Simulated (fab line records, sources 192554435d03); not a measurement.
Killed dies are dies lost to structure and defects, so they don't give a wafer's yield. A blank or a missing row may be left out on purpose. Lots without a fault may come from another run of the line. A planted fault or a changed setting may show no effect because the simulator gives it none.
fab line records | flow n5_finfet
record lots=5 wafers=15 last_day=15
route steps=1938 shown ZERO_LAYER@14 WELL_APT@20 BEOL_M4@1111 PASSIVATION@1936
lots that met no fault: from a run of the same line without faults
start_h: hours from the record's first day to the start of the lot's first wafer shown | wait_h: hours since the lot's step before | " the same as in the row above | L1.1+2: a row that stands for several wafers | - no value, or no start given | * or withheld: withheld | < > ~ a bound
route shown NAME@n: a module of which the file shows steps, and the number in the route of the first | usual: mean/standard deviation of fault-free wafers | same: alike in all rows | chamber/n: place in a boat | sites: the reading at each site | _std_site: their standard deviation | _edge_site: outer sites' mean less inner sites' | radius_mm: how far each site lies from the wafer's centre | mask NAME#n: copy n | behind: the tool/chamber that last shaped the wafer | hold: why the lot was held/for how many hours/how that ended | device: the transistor (n, p or np) that didn't switch | end of line: the same wafers' tests at the end of the route | a step without rows: its recipe alone | killed: dies lost to structure and defects at the first sort, not the wafer's yield | map: a wafer's dies, x killed, . not, _ none there
set.NAME: the setting as run; set.NAME@STEP: as run at that earlier step | model.NAME: the simulator's own value behind a step, which no gauge read
lots at some steps of the route; a table a step, a row a wafer
services: from which hour (start_h, from the record's first day; less than 0 if before it) a tool's chamber was out of use, for how many hours, and why
## steps
# step N5_ZERO_LAYER_DESCUM_16
# recipe chemistry=O2 time_s=7.9 source_power_w=50 bias_power_w=20 pressure_mtorr=20 rf_frequency_hz=2.712e+07 temp_c=40 o2_flow_sccm=225
# step N5_ZERO_LAYER_ETCH_17
# recipe chemistry=CF4 target=SiO2 target_depth_a=120 time_s=13.3 ion_energy_ev=350 pressure_mtorr=40 source_w=450 bias_w=215 Ar_flow_sccm=100 cf4_flow_sccm=100
# step N5_ZERO_LAYER_ETCH_18
# recipe chemistry=HBr/Cl2 target=Si target_depth_a=1200 time_s=40 pressure_mtorr=10 icp_w=800 bias_w=75 HBr_flow_sccm=150 Cl2_flow_sccm=80
# step N5_ZERO_LAYER_STRIP_24
# recipe chemistry=O2 power_w=1000 temp_c=250 overash_fraction=0.3 pressure_mtorr=1000 o2_flow_sccm=6750
# step N5_ZERO_LAYER_STRIP_19
# recipe chemistry=SPM time_s=900 temp_c=130 h2so4_h2o2_vol_ratio=4 dry=ipa_marangoni
# step N5_WELL_APT_HMDS_01
# recipe time_s=60 temp_c=120
# step N5_WELL_APT_COAT_02
# recipe spin_rpm=1357 resist_thk_nm=950
# step N5_WELL_APT_EBR_04
# recipe solvent=PGMEA ebr_width_mm=1.5
# step N5_WELL_APT_SOFTBAKE_03
# recipe temp_c=130 time_s=60
# step N5_WELL_APT_EXPOSE_05
# recipe mask_id=NWELL na=0.8 source_shape=conventional sigma_outer=0.8 polarization=unpolarized defocus_nm=0 target_cd_nm=200 dose_mj=20.3
# step N5_WELL_APT_PEB_06
# recipe peb_temp_c=130 peb_time_s=90
# columns lot.wafer tool chamber start_h wait_h
L777.3+5+6 litho_track-03 0 37.44 0.0
L780.1+3+5 litho_track-03 0 56.45 0.1
L781.1+5+6 litho_track-03 0 63.02 0.1
L782.3+4+6 litho_track-03 0 68.33 0.0
L788.1+2+3 litho_track-05 0 103.44 0.1
# step N5_WELL_APT_DEVELOP_07
# recipe develop_time_s=45 rinse_liquid=surfactant_rinse dry=air_spin dev_temp_c=21
# step N5_WELL_APT_HARDBAKE_12
# recipe temp_c=130 time_s=120
# step N5_WELL_APT_CD_MEAS_08
# recipe target_cd_nm=200 landing_energy_ev=500 detector=se_inlens
# usual cd_nm=199.3/1.9
# columns lot.wafer tool chamber start_h wait_h cd_nm
L777.3 cd_sem-01 0 37.56 - 196.3
L777.5 " 0 " " 196.7
L777.6 " 0 " " 198.0
L780.1 cd_sem-01 0 56.57 - 210.5
L780.3 " 0 " " 211.9
L780.5 " 0 " " 201.4
L781.1 cd_sem-02 0 63.14 - 210.7
L781.5 " 0 " " 199.4
L781.6 " 0 " " 200.1
L782.3 cd_sem-03 0 68.45 - 208.1
L782.4 " 0 " " 200.3
L782.6 " 0 " " 200.1
L788.1 cd_sem-03 0 103.56 - 198.8
L788.2 " 0 " " 202.0
L788.3 " 0 " " 200.1
# step N5_WELL_APT_DESCUM_13
# recipe chemistry=O2 time_s=7.9 source_power_w=50 bias_power_w=20 pressure_mtorr=20 rf_frequency_hz=2.712e+07 temp_c=40 o2_flow_sccm=225
# usual drypump_motor_current_A=5.6/0.41 o2_flow_sccm=225.1/0.67 oes_product_au=0.79/0.079 rf_vpp_V=243.4/1.4 showerhead_plenum_p_Torr=2.11/0.065 throttle_valve_pct=20.38/0.27
# columns lot.wafer tool chamber start_h wait_h drypump_motor_current_A o2_flow_sccm oes_product_au rf_hours_counter_h rf_vpp_V showerhead_plenum_p_Torr throttle_valve_pct model.WELL_APT.cd_nm
L777.3 rie_diel-05 2 37.64 0.0 5.1 225.0 0.75 133 245.3 2.17 20.22 196.3
L777.5 " 1 " " 5.3 224.5 0.90 - 244.2 2.20 19.90 196.7
L777.6 " 2 " " 5.1 225.0 0.76 - 244.8 2.17 20.23 197.9
L780.1 rie_diel-01 0 56.66 0.0 5.2 224.4 0.74 176 244.6 2.18 20.58 210.4
L780.3 " 1 " " 6.0 225.5 0.75 162 241.3 2.04 20.78 211.9
L780.5 " 2 " " 5.3 224.2 0.92 - 244.6 2.12 19.94 201.7
L781.1 rie_diel-06 0 63.58 0.4 5.5 225.0 0.79 117 243.2 2.04 20.66 210.3
L781.5 " 0 " " 5.5 225.7 0.79 - 242.2 2.04 20.66 199.5
L781.6 " 3 " " 5.5 225.0 0.76 - 244.1 2.20 20.35 200
L782.3 rie_diel-06 1 68.53 0.0 5.6 224.8 0.73 235 242.5 2.08 20.61 208.4
L782.4 " 1 " " 5.6 226.1 0.73 - 246.1 2.08 20.62 200.3
L782.6 " 3 " " 5.5 226.1 0.76 - 244.7 2.20 20.35 199.8
L788.1 rie_diel-05 2 103.66 0.1 5.1 225.8 0.74 156 243.0 2.16 20.24 199.1
L788.2 " 0 " " 5.4 224.1 0.70 200 243.7 2.07 20.51 202
L788.3 " 3 " " 5.2 226.0 0.90 23 243.3 2.03 20.05 200.1
# step N5_WELL_APT_IMPLANT_14
# recipe species=P energy_kev=160 dose_cm2=1.5e+13 tilt_deg=0 rotation_deg=0
# step N5_BEOL_M4_RC_MEAS_101
# usual DIBL_N=36.7/2.6 DIBL_P=36.9/2.8 IOFF_N=0.17/0.043 IOFF_P=0.22/0.05 ION_N=678/15 ION_P=465/9.2 SS_N=71.6/0.79 SS_P=73.5/0.82 VT_N=250/3.9 VT_P=-250/3.7
# columns lot.wafer tool chamber start_h wait_h DIBL_N[mV/V] DIBL_P[mV/V] IOFF_N[nA/um] IOFF_P[nA/um] ION_N[uA/um] ION_P[uA/um] SS_N[mV/dec] SS_P[mV/dec] VT_N[mV] VT_P[mV]
L777.3 prober-01 0 197.75 0.3 36.7 35.3 0.16 0.18 667 451 72.4 73.2 251 -253
L777.5 " 0 " " 40.1 39.2 0.23 0.23 686 461 73.2 74.4 246 -252
L777.6 " 0 " " 38.6 39.1 0.21 0.24 708 473 72.6 73.9 244 -248
L780.1 prober-01 0 206.49 0.0 32.7 32.4 0.10 0.15 657 463 70.2 72.2 260 -257
L780.3 " 0 " " 38.8 39.0 0.20 0.22 702 478 72.0 74.6 248 -251
L780.5 " 0 " " 33.1 32.5 0.11 0.14 665 462 70.2 71.9 255 -254
L781.1 prober-02 0 242.13 0.0 36.8 35.1 0.16 0.23 671 465 71.4 72.6 249 -247
L781.5 " 0 " " 37.8 37.8 0.18 0.27 671 468 71.4 73.5 245 -244
L781.6 " 0 " " 33.3 30.9 0.10 0.16 661 457 70.8 71.7 257 -251
L782.3 prober-01 0 243.88 0.3 39.3 39.8 0.19 0.23 693 468 72.0 74.3 251 -255
L782.4 " 0 " " 38.4 38.3 0.16 0.21 662 454 71.7 74.0 253 -254
L782.6 " 0 " " 37.3 36.5 0.14 0.18 662 450 72.0 73.8 254 -254
L788.1 prober-01 0 263.49 0.0 37.0 36.9 0.16 0.21 678 465 70.9 73.8 252 -248
L788.2 " 0 " " 34.2 33.8 0.12 0.18 661 462 70.7 73.3 253 -252
L788.3 " 0 " " 33.7 32.4 0.12 0.16 681 466 69.8 72.5 252 -251
# step N5_PASSIVATION_PROBE_49
# usual defect_limited_yield=91.0/1.4 killed_at_M0_to_M3=36/9.6 killed_at_M4_up=14/6.1 killed_at_contacts=13/6.6 killed_at_front_end=40/11 killed_at_other=3.2/2.9 killed_dies=106/17 killed_on_rim=14/3.9 killed_open=71/12 killed_short=33/7.3 sort_bin_5_function=5.3/1 sort_bin_6_memory=3.4/0.68 sort_n_pass=1073/19 sort_yield_pct=91.0/1.6
# same gross_dies=1180 killed_at_back_side=0 sort_bin_4_leakage[%]=0 sort_bin_8_speed[%]=0
# columns lot.wafer tool chamber start_h wait_h defect_limited_yield[%] killed_at_M0_to_M3 killed_at_M4_up killed_at_contacts killed_at_front_end killed_at_other killed_dies killed_on_rim killed_open killed_short sort_bin_5_function[%] sort_bin_6_memory[%] sort_n_pass sort_yield_pct[%]
L777.3 prober-02 - 302.90 0.1 90.7 26 6 16 57 5 110 13 76 32 5.7 3.4 1070 90.7
L777.5 prober-02 - 303.00 0.2 93.5 24 9 6 36 2 77 11 58 17 3.4 3.1 1103 93.5
L777.6 prober-02 - 303.05 0.3 90.6 37 18 4 49 3 111 13 73 37 5.8 3.3 1069 90.6
L780.1 prober-02 - 311.72 0.0 92.9 15 15 13 39 2 84 9 48 36 3.7 3.1 1096 92.9
L780.3 prober-02 - 311.82 0.1 88.9 25 25 14 62 5 131 19 88 41 7.4 3.5 1049 88.9
L780.5 prober-02 - 311.92 0.2 91.6 28 20 12 33 6 99 15 68 28 4.0 3.7 1081 91.6
L782.3 prober-02 - 346.94 0.1 90.3 34 5 22 49 4 114 15 75 39 5.3 4.1 1066 90.3
L782.4 prober-02 - 346.99 0.2 89.7 31 11 3 73 3 121 14 77 29 6.5 3.4 1059 89.7
L782.6 prober-02 - 347.09 0.3 90.5 42 12 6 40 12 112 14 76 36 5.3 4.0 1068 90.5
L781.1 prober-02 - 353.60 0.0 91.3 30 15 11 44 3 103 18 65 32 5.6 2.5 1077 91.3
L781.5 prober-02 - 353.80 0.2 90.6 37 9 15 49 1 111 11 71 36 5.2 4.1 1069 90.6
L781.6 prober-02 - 353.85 0.3 90.3 41 15 13 45 1 115 19 86 27 6.1 3.3 1065 90.3
L788.1 prober-01 - 371.41 0.0 90.9 45 5 3 46 8 107 10 75 31 5.0 4.1 1073 90.9
L788.2 prober-01 - 371.46 0.1 88.6 57 7 7 60 4 135 16 81 51 6.9 4.1 1045 88.6
L788.3 prober-01 - 371.51 0.1 91.9 33 10 7 43 2 95 12 59 34 4.7 3.1 1085 91.9
# killed by level:class
L777.3 FIN_SAQP:geometric_particle:open=16 MOL_CONTACT_COAG:geometric_particle:open=12 BEOL_M3:geometric_particle:open=12 FIN_SAQP:geometric_particle:short=11 STI_FIN_REVEAL:geometric_particle:open=11 MOL_CONTACT_COAG:geometric_particle:short=4 BEOL_M0_SAQP:geometric_particle:open=4 STARTING-WAFER:geometric_particle:open=4
L777.5 FIN_SAQP:geometric_particle:open=12 BEOL_M2:geometric_particle:open=11 STI_FIN_REVEAL:geometric_particle:open=10 BEOL_M3:geometric_particle:open=5 FIN_SAQP:geometric_particle:short=4 MOL_CONTACT_COAG:geometric_particle:open=4 BEOL_M4:geometric_particle:open=4 BEOL_M0_SAQP:geometric_particle:short=3
L777.6 FIN_SAQP:geometric_particle:open=13 STI_FIN_REVEAL:geometric_particle:open=10 BEOL_M0_SAQP:geometric_particle:short=9 BEOL_M2:geometric_particle:open=8 BEOL_M1:geometric_particle:open=6 DUMMY_GATE:geometric_particle:open=6 BEOL_M0_SAQP:geometric_particle:open=6 BEOL_M4:geometric_particle:open=6
L780.1 FIN_SAQP:geometric_particle:open=12 MOL_CONTACT_COAG:geometric_particle:open=8 FIN_SAQP:geometric_particle:short=6 STI_FIN_REVEAL:geometric_particle:open=6 BEOL_M0_SAQP:geometric_particle:short=6 MOL_CONTACT_COAG:geometric_particle:short=5 BEOL_M4:geometric_particle:open=5 ILD0:geometric_particle:short=3
L780.3 FIN_SAQP:geometric_particle:open=31 BEOL_M4:geometric_particle:open=13 MOL_CONTACT_COAG:geometric_particle:open=10 FIN_SAQP:geometric_particle:short=7 BEOL_M0_SAQP:geometric_particle:open=7 BEOL_M3:geometric_particle:open=6 BEOL_M7:geometric_particle:open=5 MOL_CONTACT_COAG:geometric_particle:short=4
L780.5 MOL_CONTACT_COAG:geometric_particle:open=10 BEOL_M4:geometric_particle:open=9 BEOL_M3:geometric_particle:open=6 ILD0:geometric_particle:open=5 BEOL_M0_SAQP:geometric_particle:short=5 BEOL_M0_SAQP:geometric_particle:open=5 BEOL_M2:geometric_particle:open=5 BEOL_M4:geometric_particle:short=5
L782.3 MOL_CONTACT_COAG:geometric_particle:open=16 STI_FIN_REVEAL:geometric_particle:open=14 BEOL_M3:geometric_particle:open=9 BEOL_M0_SAQP:geometric_particle:short=7 BEOL_M2:geometric_particle:open=7 FIN_SAQP:geometric_particle:open=6 MOL_CONTACT_COAG:geometric_particle:short=6 BEOL_M0_SAQP:geometric_particle:open=6
L782.4 FIN_SAQP:geometric_particle:open=26 FIN_CUT:area_etch=14 BEOL_M0_SAQP:geometric_particle:short=10 STI_FIN_REVEAL:geometric_particle:open=7 DUMMY_GATE:geometric_particle:open=6 BEOL_M2:geometric_particle:open=6 BEOL_M3:geometric_particle:open=5 BEOL_M4:geometric_particle:open=5
L782.6 FIN_SAQP:geometric_particle:open=13 BEOL_M0_SAQP:geometric_particle:open=10 BEOL_M3:geometric_particle:open=8 BEOL_M2:geometric_particle:open=8 DUMMY_GATE:geometric_particle:open=6 BEOL_M0_SAQP:geometric_particle:short=6 FIN_SAQP:geometric_particle:short=5 BEOL_M3:geometric_particle:short=5
L781.1 BEOL_M1:geometric_particle:open=11 MOL_CONTACT_COAG:geometric_particle:open=9 DUMMY_GATE:geometric_particle:open=8 BEOL_M0_SAQP:geometric_particle:open=7 FIN_SAQP:geometric_particle:open=6 DUMMY_GATE:geometric_particle:short=5 BEOL_M0_SAQP:geometric_particle:short=5 BEOL_M5:geometric_particle:open=5
L781.5 STI_FIN_REVEAL:geometric_particle:open=18 BEOL_M2:geometric_particle:open=13 MOL_CONTACT_COAG:geometric_particle:open=10 BEOL_M0_SAQP:geometric_particle:short=7 FIN_SAQP:geometric_particle:open=5 FIN_SAQP:geometric_particle:short=5 BEOL_M1:geometric_particle:open=5 DUMMY_GATE:geometric_particle:open=4
L781.6 STI_FIN_REVEAL:geometric_particle:open=20 MOL_CONTACT_COAG:geometric_particle:open=10 BEOL_M2:geometric_particle:open=10 BEOL_M0_SAQP:geometric_particle:short=9 BEOL_M0_SAQP:geometric_particle:open=7 DUMMY_GATE:geometric_particle:open=7 BEOL_M1:geometric_particle:open=7 BEOL_M5:geometric_particle:open=6
L788.1 FIN_SAQP:geometric_particle:open=13 STI_FIN_REVEAL:geometric_particle:open=13 BEOL_M0_SAQP:geometric_particle:open=12 BEOL_M2:geometric_particle:open=11 BEOL_M0_SAQP:geometric_particle:short=11 FIN_SAQP:geometric_particle:short=6 STARTING-WAFER:geometric_particle:open=6 STI_FIN_REVEAL:geometric_particle:short=3
L788.2 BEOL_M0_SAQP:geometric_particle:short=22 STI_FIN_REVEAL:geometric_particle:open=19 FIN_SAQP:geometric_particle:open=13 BEOL_M0_SAQP:geometric_particle:open=12 FIN_SAQP:geometric_particle:short=8 BEOL_M2:geometric_particle:open=7 MOL_CONTACT_COAG:geometric_particle:open=6 STI_FIN_REVEAL:geometric_particle:short=4
L788.3 BEOL_M0_SAQP:geometric_particle:open=14 FIN_SAQP:geometric_particle:open=12 FIN_SAQP:geometric_particle:short=9 BEOL_M0_SAQP:geometric_particle:short=8 STI_FIN_REVEAL:geometric_particle:open=7 MOL_CONTACT_COAG:geometric_particle:open=7 STARTING-WAFER:geometric_particle:short=5 BEOL_M3:geometric_particle:open=4
## services
# columns tool chamber start_h hours kind
rie_diel-05 0 20.37 14.8 repair
litho_track-03 - 29.92 - consumable_replace:filter
rie_diel-05 3 35.77 2.5 repair
litho_track-03 - 51.51 - consumable_replace:filter
rie_diel-05 3 58.57 3.7 repair
rie_diel-01 1 59.16 9.5 repair
rie_diel-06 0 66.90 6.4 repair
rie_diel-05 1 74.67 4.5 repair
## key
first_sign step=N5_WELL_APT_CD_MEAS_08 reading=cd_nm direction=up sigmas=5.7 usual=199.3 struck=210.3
effect none on later readings
model_effect step=N5_WELL_APT_DESCUM_13 value=WELL_APT.cd_nm without=200.4 struck=210.3
met_at N5_WELL_APT_PEB_06
struck_wafers L780.1,L780.3,L781.1,L782.3
baseline_loss step=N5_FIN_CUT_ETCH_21 wafers=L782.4
onset_between 37.44 56.45
fault kind=process_parameter_drift tool=litho_track-03 chamber=- onset_h=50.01 steps=N5_WELL_APT_PEB_06 channel=peb_time_s offset=* shape=step end_h=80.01 scope=struck_wafers_only acts_in=* stated=*
# baseline_loss: these wafers lose ten dies or more at that step, a loss of the line's own and not of a fault; the sort's usual values leave them out
